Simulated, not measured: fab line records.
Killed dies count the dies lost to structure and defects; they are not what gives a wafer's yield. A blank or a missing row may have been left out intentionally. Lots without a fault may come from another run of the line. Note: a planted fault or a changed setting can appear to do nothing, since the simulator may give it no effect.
What tool caused it?    flow n5 finfet    21 lots with 63 wafers sampled at 6 steps, on a route of 1938 steps

## WHAT THE GAUGES SHOWED, per wafer
N5_BEOL_M8_OVL_MEAS_29.
lot   measured      on          V7_OVL (nm)
L074  day 9 05:14   overlay-02  1.2 0.9 0.4
L076  day 9 07:13   overlay-01  -0.3 -0.2 -0.6
L075  day 9 13:53   overlay-02  0.2 0.3 -0.1
L078  day 10 09:26  overlay-02  0.0 1.4 0.8
L077  day 10 15:40  overlay-02  1.1 0.9 0.9
L079  day 10 18:20  overlay-02  -0.5 0.3 1.5
L080  day 11 09:41  overlay-02  1.8 0.8 1.1
L083  day 11 11:49  overlay-01  0.7 0.7 1.1
L081  day 11 11:59  overlay-02  0.8 0.6 0.7
L082  day 11 17:21  overlay-01  -0.1 -0.1 0.4
L085  day 12 01:34  overlay-02  1.6 0.7 0.6
L084  day 12 01:45  overlay-02  1.1 0.6 0.1
L086  day 12 16:05  overlay-02  0.1 0.8 0.4
L088  day 12 20:40  overlay-02  1.5 1.5 1.0
L087  day 13 04:08  overlay-02  1.2 0.6 0.0
L090  day 13 10:09  overlay-02  1.6 1.5 1.0
L089  day 13 10:21  overlay-02  0.3 0.8 2.3
L091  day 13 16:36  overlay-02  1.6 1.0 1.1
L094  day 14 13:34  overlay-02  1.0 1.0 1.2
L097  day 15 03:55  overlay-02  1.2 0.6 1.4
L096  day 15 06:08  overlay-02  1.1 1.3 0.9

N5_BEOL_M9_OVL_MEAS_12.
lot   measured      on          M9_OVL (nm)
L074  day 9 11:45   overlay-02  -0.1 -0.4 -0.5
L076  day 9 13:27   overlay-02  -0.7 0.3 -1.1
L075  day 9 18:54   overlay-01  0.7 1.0 1.5
L078  day 10 16:11  overlay-02  0.0 -1.2 0.5
L077  day 10 23:38  overlay-01  -0.6 0.5 0.4
L079  day 11 02:05  overlay-02  0.0 0.1 -0.3
L080  day 11 14:11  overlay-02  0.6 0.7 -0.3
L083  day 11 18:43  overlay-02  0.8 1.3 1.3
L081  day 11 18:55  overlay-01  -1.5 0.1 -0.1
L082  day 11 23:28  overlay-02  -1.2 -0.2 -0.4
L085  day 12 07:09  overlay-02  0.3 -0.8 0.3
L084  day 12 11:37  overlay-02  0.1 -0.4 0.0
L086  day 12 22:15  overlay-01  1.1 0.4 1.4
L088  day 13 02:13  overlay-02  0.9 0.6 0.9
L087  day 13 11:08  overlay-01  -0.3 0.0 0.8
L090  day 13 14:49  overlay-01  0.2 0.2 -0.2
L089  day 13 17:44  overlay-02  -0.2 -0.4 -0.4
L091  day 13 21:19  overlay-02  -1.5 -1.6 -1.2
L094  day 14 19:32  overlay-02  -0.6 0.6 0.7
L097  day 15 08:29  overlay-02  2.2 1.9 2.4
L096  day 15 11:29  overlay-02  0.8 0.3 0.1

## WHICH TOOL RAN EACH LOT (tool, then ch and the chambers of the sampled wafers, then the start)
lot   N5_BEOL_M8_DESCUM_16                N5_BEOL_M8_STRIP_67                 N5_BEOL_M8_ETCH_72                  N5_BEOL_M8_STRIP_80
L074  rie diel-06 ch 0,3, day 9 03:28     rie diel-06 ch 0,3, day 9 03:43     rie diel-04 ch 0,2,3, day 9 05:35   rie diel-04 ch 0,2,3, day 9 11:45 or earlier
L076  rie diel-06 ch 2,3, day 9 06:23     rie diel-06 ch 2,3, day 9 06:38     rie diel-04 ch 2,3, day 9 07:23     rie diel-04 ch 2,3, day 9 13:27 or earlier
L075  rie diel-01 ch 1,3, day 9 11:46     rie diel-01 ch 1,3, day 9 12:01     rie diel-01 ch 0,3, day 9 14:01     rie diel-01 ch 0,3, day 9 18:54 or earlier
L078  rie diel-04 ch 2,3, day 10 07:55    rie diel-04 ch 2,3, day 10 08:09    rie diel-01 ch 0,1,3, day 10 09:34  rie diel-01 ch 0,1,3, day 10 16:11 or earlier
L077  rie diel-04 ch 1,2,3, day 10 14:43  rie diel-04 ch 1,2,3, day 10 14:56  rie diel-04 ch 1,3, day 10 15:58    rie diel-04 ch 1,3, day 10 23:38 or earlier
L079  rie diel-01 ch 0,1,3, day 10 15:10  rie diel-01 ch 0,1,3, day 10 15:25  rie diel-06 ch 2,3, day 10 18:46    rie diel-06 ch 2,3, day 11 02:05 or earlier
L080  rie diel-04 ch 1,2,3, day 11 08:37  rie diel-04 ch 1,2,3, day 11 08:51  rie diel-01 ch 0,3, day 11 09:48    rie diel-01 ch 0,3, day 11 14:11 or earlier
L083  rie diel-04 ch 1,3, day 11 10:18    rie diel-04 ch 1,3, day 11 10:32    rie diel-01 ch 1,3, day 11 11:56    rie diel-01 ch 1,3, day 11 18:43 or earlier
L081  rie diel-01 ch 0,1,3, day 11 10:22  rie diel-01 ch 0,1,3, day 11 10:36  rie diel-01 ch 0,1, day 11 12:20    rie diel-01 ch 0,1, day 11 18:55 or earlier
L082  rie diel-01 ch 1,2,3, day 11 13:22  rie diel-01 ch 1,2,3, day 11 13:35  rie diel-01 ch 0,3, day 11 17:29    rie diel-01 ch 0,3, day 11 23:28 or earlier
L085  rie diel-01 ch 1,3, day 11 22:40    rie diel-01 ch 1,3, day 11 22:54    rie diel-01 ch 0,3, day 12 01:50    rie diel-01 ch 0,3, day 12 07:09 or earlier
L084  rie diel-04 ch 1,3, day 11 23:35    rie diel-04 ch 1,3, day 11 23:49    rie diel-06 ch 0,2,3, day 12 02:17  rie diel-06 ch 0,2,3, day 12 11:37 or earlier
L086  rie diel-06 ch 0,3, day 12 11:44    rie diel-06 ch 0,3, day 12 11:59    rie diel-01 ch 0,1, day 12 16:13    rie diel-01 ch 0,1, day 12 22:15 or earlier
L088  rie diel-01 ch 1,3, day 12 17:29    rie diel-01 ch 1,3, day 12 17:43    rie diel-04 ch 1,2, day 12 20:47    rie diel-04 ch 1,2, day 13 02:13 or earlier
L087  rie diel-06 ch 0,2, day 13 02:23    rie diel-06 ch 0,2, day 13 02:37    rie diel-01 ch 0,2, day 13 04:16    rie diel-01 ch 0,2, day 13 11:08 or earlier
L090  rie diel-01 ch 2,3, day 13 08:09    rie diel-01 ch 2,3, day 13 08:23    rie diel-06 ch 1,2, day 13 10:27    rie diel-06 ch 1,2, day 13 14:49 or earlier
L089  rie diel-06 ch 1,2,3, day 13 09:16  rie diel-06 ch 1,2,3, day 13 09:30  rie diel-01 ch 1,3, day 13 10:28    rie diel-01 ch 1,3, day 13 17:44 or earlier
L091  rie diel-06 ch 0,2,3, day 13 14:34  rie diel-06 ch 0,2,3, day 13 14:47  rie diel-01 ch 0,2,3, day 13 16:50  rie diel-01 ch 0,2,3, day 13 21:19 or earlier
L094  rie diel-06 ch 0,2,3, day 14 12:21  rie diel-06 ch 0,2,3, day 14 12:35  rie diel-04 ch 0,1,3, day 14 13:43  rie diel-04 ch 0,1,3, day 14 19:32 or earlier
L097  rie diel-06 ch 0,2,3, day 15 02:38  rie diel-06 ch 0,2,3, day 15 02:52  rie diel-01 ch 0,1,2, day 15 04:02  rie diel-01 ch 0,1,2, day 15 08:29 or earlier
L096  rie diel-04 ch 0,1,3, day 15 04:38  rie diel-04 ch 0,1,3, day 15 04:52  rie diel-04 ch 0,1,3, day 15 06:31  rie diel-04 ch 0,1,3, day 15 11:29 or earlier
- N5_BEOL_M8_DESCUM_16: chemistry O2, time 7.9 s.
- N5_BEOL_M8_STRIP_67: strips in CF4.
- N5_BEOL_M8_ETCH_72: etches underlayer in N2/H2, target depth 6.5 nm, time 5.2 s.
- N5_BEOL_M8_STRIP_80: strips in N2/H2, time 10 s.

## WHAT THE TOOLS THEMSELVES READ (means of the sampled wafers that have a number; where no wafer has one, the mark that the record gives instead)
N5_BEOL_M8_DESCUM_16.
lot   tool         bias power w (W)  drypump motor current A (A)  oes product au (a.u.)  rf vpp V (V)  showerhead plenum p Torr (Torr)  throttle valve pct (%)
L074  rie diel-06  19.96             5.9                          0.82                   242.9         2.07                             20.10
L076  rie diel-06  19.97             5.8                          0.82                   243.6         2.10                             20.43
L075  rie diel-01  20.01             5.6                          0.80                   243.8         2.14                             20.72
L078  rie diel-04  19.96             5.9                          0.76                   242.6         2.06                             20.17
L077  rie diel-04  20.01             5.7                          0.72                   242.7         2.08                             20.21
L079  rie diel-01  19.92             5.4                          0.80                   244.3         2.14                             20.66
L080  rie diel-04  19.96             5.7                          0.72                   243.5         2.07                             20.23
L083  rie diel-04  19.93             5.7                          0.70                   242.2         2.05                             20.38
L081  rie diel-01  20.05             5.4                          0.78                   244.2         2.14                             20.66
L082  rie diel-01  19.99             5.6                          0.82                   244.2         2.17                             20.71
L085  rie diel-01  20.06             5.5                          0.75                   244.5         2.15                             20.84
L084  rie diel-04  20.04             5.7                          0.70                   242.2         2.05                             20.38
L086  rie diel-06  20.03             5.9                          0.79                   242.9         2.06                             20.14
L088  rie diel-01  19.96             5.6                          0.77                   242.7         2.13                             20.77
L087  rie diel-06  19.98             5.6                          0.78                   242.8         2.03                             20.08
L090  rie diel-01  20.02             5.7                          0.85                   244.9         2.18                             20.59
L089  rie diel-06  20.03             5.9                          0.82                   244.0         2.10                             20.34
L091  rie diel-06  20.00             5.8                          0.78                   242.6         2.06                             20.24
L094  rie diel-06  20.06             5.8                          0.77                   243.1         2.06                             20.26
L097  rie diel-06  20.02             5.8                          0.77                   243.1         2.06                             20.26
L096  rie diel-04  20.04             5.9                          0.82                   242.2         2.06                             20.25

N5_BEOL_M8_STRIP_67.
lot   tool         bias power w (W)  drypump motor current A (A)  oes product au (a.u.)  rf vpp V (V)  showerhead plenum p Torr (Torr)  throttle valve pct (%)
L074  rie diel-06  74.90             5.9                          0.82                   271.2         1.78                             13.32
L076  rie diel-06  74.89             5.8                          0.81                   271.3         1.81                             13.64
L075  rie diel-01  75.16             5.5                          0.80                   272.3         1.83                             13.76
L078  rie diel-04  75.04             5.9                          0.76                   270.4         1.76                             13.36
L077  rie diel-04  74.96             5.7                          0.72                   271.5         1.78                             13.47
L079  rie diel-01  75.05             5.4                          0.80                   271.8         1.84                             13.74
L080  rie diel-04  75.18             5.7                          0.72                   270.6         1.78                             13.50
L083  rie diel-04  74.95             5.6                          0.72                   270.4         1.76                             13.55
L081  rie diel-01  74.93             5.4                          0.78                   272.0         1.84                             13.75
L082  rie diel-01  75.05             5.7                          0.82                   272.9         1.86                             13.78
L085  rie diel-01  75.00             5.6                          0.74                   271.1         1.84                             13.93
L084  rie diel-04  74.96             5.7                          0.71                   271.8         1.76                             13.55
L086  rie diel-06  75.00             5.9                          0.79                   270.5         1.77                             13.39
L088  rie diel-01  74.98             5.5                          0.77                   271.7         1.82                             13.84
L087  rie diel-06  74.72             5.6                          0.79                   269.8         1.76                             13.45
L090  rie diel-01  74.98             5.7                          0.86                   272.9         1.87                             13.65
L089  rie diel-06  74.99             5.9                          0.82                   270.8         1.81                             13.58
L091  rie diel-06  74.99             5.7                          0.78                   270.6         1.78                             13.52
L094  rie diel-06  75.15             5.7                          0.78                   271.3         1.78                             13.54
L097  rie diel-06  74.71             5.7                          0.77                   271.1         1.78                             13.56
L096  rie diel-04  74.93             5.9                          0.83                   271.2         1.76                             13.30

N5_BEOL_M8_ETCH_72.
lot   tool         drypump motor current A (A)  etch rf on time s (s)  h2 flow sccm (sccm)  oes product au (a.u.)  rf vpp V (V)  showerhead plenum p Torr (Torr)  throttle valve pct (%)
L074  rie diel-04  6.0                          5.01                   199.7                0.68                   525.2         2.56                             17.65
L076  rie diel-04  6.0                          5.18                   200.7                0.65                   523.4         2.50                             17.62
L075  rie diel-01  5.4                          5.16                   199.9                0.71                   524.8         2.59                             17.97
L078  rie diel-01  5.4                          5.25                   199.8                0.68                   525.7         2.61                             18.12
L077  rie diel-04  5.9                          5.25                   200.0                0.64                   521.8         2.46                             17.59
L079  rie diel-06  5.9                          5.09                   200.0                0.69                   523.3         2.55                             17.74
L080  rie diel-01  5.4                          5.29                   199.8                0.69                   523.5         2.58                             17.99
L083  rie diel-01  5.6                          5.29                   200.5                0.66                   525.2         2.58                             18.15
L081  rie diel-01  5.3                          5.05                   200.2                0.69                   525.2         2.62                             18.14
L082  rie diel-01  5.4                          5.31                   200.0                0.69                   524.4         2.58                             18.00
L085  rie diel-01  5.3                          5.18                   200.0                0.70                   524.9         2.60                             17.99
L084  rie diel-06  5.8                          5.17                   200.5                0.68                   524.1         2.53                             17.81
L086  rie diel-01  5.3                          5.12                   199.9                0.67                   525.7         2.62                             18.14
L088  rie diel-04  5.5                          5.03                   200.2                0.59                   524.4         2.58                             17.73
L087  rie diel-01  5.6                          5.28                   200.0                0.74                   526.8         2.68                             18.00
L090  rie diel-06  5.8                          4.88                   199.8                0.73                   524.5         2.55                             17.82
L089  rie diel-01  5.6                          5.22                   199.9                0.62                   525.1         2.61                             18.31
L091  rie diel-01  5.5                          5.25                   199.2                0.70                   525.9         2.63                             18.01
L094  rie diel-04  5.9                          5.18                   199.8                0.71                   523.1         2.50                             17.57
L097  rie diel-01  5.5                          5.28                   200.4                0.74                   525.9         2.64                             18.05
L096  rie diel-04  5.9                          5.14                   200.3                0.70                   521.7         2.49                             17.59

N5_BEOL_M8_STRIP_80.
lot   tool         bias power w (W)  drypump motor current A (A)  h2 flow sccm (sccm)  oes product au (a.u.)  rf vpp V (V)  showerhead plenum p Torr (Torr)  throttle valve pct (%)
L074  rie diel-04  6.972             5.9                          199.9                0.78                   59.5          2.55                             23.5
L076  rie diel-04  6.996             6.0                          200.2                0.76                   58.9          2.50                             23.4
L075  rie diel-01  6.987             5.4                          200.5                0.85                   59.7          2.59                             23.8
L078  rie diel-01  6.995             5.4                          200.5                0.80                   59.2          2.60                             24.0
L077  rie diel-04  7.004             5.9                          199.4                0.74                   59.2          2.46                             23.3
L079  rie diel-06  6.985             5.9                          199.8                0.80                   59.0          2.55                             23.5
L080  rie diel-01  7.007             5.4                          199.8                0.81                   59.4          2.58                             23.8
L083  rie diel-01  6.988             5.5                          199.7                0.77                   59.2          2.58                             24.0
L081  rie diel-01  7.008             5.3                          199.4                0.79                   58.9          2.62                             24.1
L082  rie diel-01  6.993             5.4                          200.2                0.81                   60.6          2.58                             23.8
L085  rie diel-01  6.992             5.3                          200.0                0.82                   59.3          2.59                             23.9
L084  rie diel-06  6.992             5.8                          200.4                0.79                   58.2          2.52                             23.6
L086  rie diel-01  6.998             5.3                          199.7                0.78                   59.4          2.61                             24.1
L088  rie diel-04  7.008             5.5                          200.4                0.68                   59.7          2.58                             23.4
L087  rie diel-01  7.001             5.6                          200.0                0.87                   59.1          2.68                             23.9
L090  rie diel-06  6.993             5.8                          199.9                0.83                   60.3          2.55                             23.6
L089  rie diel-01  6.987             5.6                          199.9                0.74                   58.8          2.60                             24.2
L091  rie diel-01  6.983             5.5                          199.4                0.83                   58.3          2.62                             23.9
L094  rie diel-04  6.983             5.9                          199.9                0.83                   58.2          2.49                             23.3
L097  rie diel-01  7.018             5.5                          199.4                0.88                   59.7          2.64                             24.0
L096  rie diel-04  7.003             5.9                          199.9                0.82                   59.4          2.49                             23.4

## THE ANSWER, worked out from the rows above alone
Rule: what is usual is taken from the lots themselves. Put in order of their means at a reading, lots are off if they are a third of the lots or fewer, leave a main group of 4 or more, and stand apart from it by a gap of 3 or more times the standard deviation of the main group's means; of several such gaps the widest counts. A main group whose means are all the same, to the digits that the tables above print for the reading, isn't used. A lot without any number at a reading at which 4 lots or more have one is off too. All remaining lots with rows at the step are treated as sound. First the gauges in route order, then the tools' own readings, where a lot's mean is used as printed above. At the first step where some lot is off, the reading lying furthest off is the one used; lots without a number count as furthest.
None of the lots is off at any reading shown; this tells nothing.

## WHAT WAS PUT IN BY THE SIMULATOR
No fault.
